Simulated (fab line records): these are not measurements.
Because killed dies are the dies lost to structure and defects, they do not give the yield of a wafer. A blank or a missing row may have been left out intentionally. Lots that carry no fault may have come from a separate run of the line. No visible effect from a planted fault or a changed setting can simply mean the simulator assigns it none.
Which tool is to blame?    flow n5-finfet    12 lots (32 wafers sampled), 1 step of a 1938-step route

WHAT EACH GAUGE READ, for each wafer
N5_HKMG_FIN_THK_MEAS_70: measures by xrf.
lot   measured     on             HK_THK (nm)
L340  day 4 03:01  film-metro-02  1.592 1.624 1.591
L342  day 4 13:55  film-metro-01  1.602 1.623 1.602
L346  day 5 13:44  film-metro-02  1.629 1.609 1.620
L347  day 6 01:31  film-metro-02  1.621 1.565
L348  day 6 05:05  film-metro-02  1.607 1.593
L350  day 6 19:36  film-metro-01  1.579 1.608 1.605
L351  day 6 23:05  film-metro-02  1.649 1.557
L356  day 8 02:02  film-metro-02  1.609 1.594 1.662
L359  day 8 22:51  film-metro-01  1.608 1.616 1.597
L361  day 9 14:05  film-metro-01  1.619 1.599 1.636
L363  day 9 22:29  film-metro-01  1.616 1.631 1.631
L362  day 9 23:14  film-metro-01  1.588 1.605

EACH LOT AND THE TOOL THAT RAN IT (in order: tool; ch and the chambers of the sampled wafers; start)
There is no process step in the record ahead of these readings.

WHAT THE TOOLS THEMSELVES READ (means of the sampled wafers that have a number; where no wafer has one, the mark that the record gives instead)
The record holds no such reading with a usual standard deviation.

THE ANSWER, worked out from the rows above alone
Rule: usual is defined by the lots themselves. Put in order of their means at a reading, lots are off if they are a third of the lots or fewer, leave a main group of 4 or more, and stand apart from it by a gap of 3 or more times the standard deviation of the main group's means; of several such gaps the widest counts. A main group is skipped when, at the precision printed for the reading in the tables above, its means are all equal. A lot without any number at a reading at which 4 lots or more have one is off too. Where the step has rows for the other lots, those lots are counted as sound. After the gauges, taken in route order, come the tools' own readings; for these a lot's mean is taken, as printed above. At the first step where some lot is off, the reading lying furthest off is the one used; lots without a number count as furthest.
No lot is off on any of the readings shown, so nothing can be concluded from this.

WHAT THE SIMULATOR HAD PUT IN
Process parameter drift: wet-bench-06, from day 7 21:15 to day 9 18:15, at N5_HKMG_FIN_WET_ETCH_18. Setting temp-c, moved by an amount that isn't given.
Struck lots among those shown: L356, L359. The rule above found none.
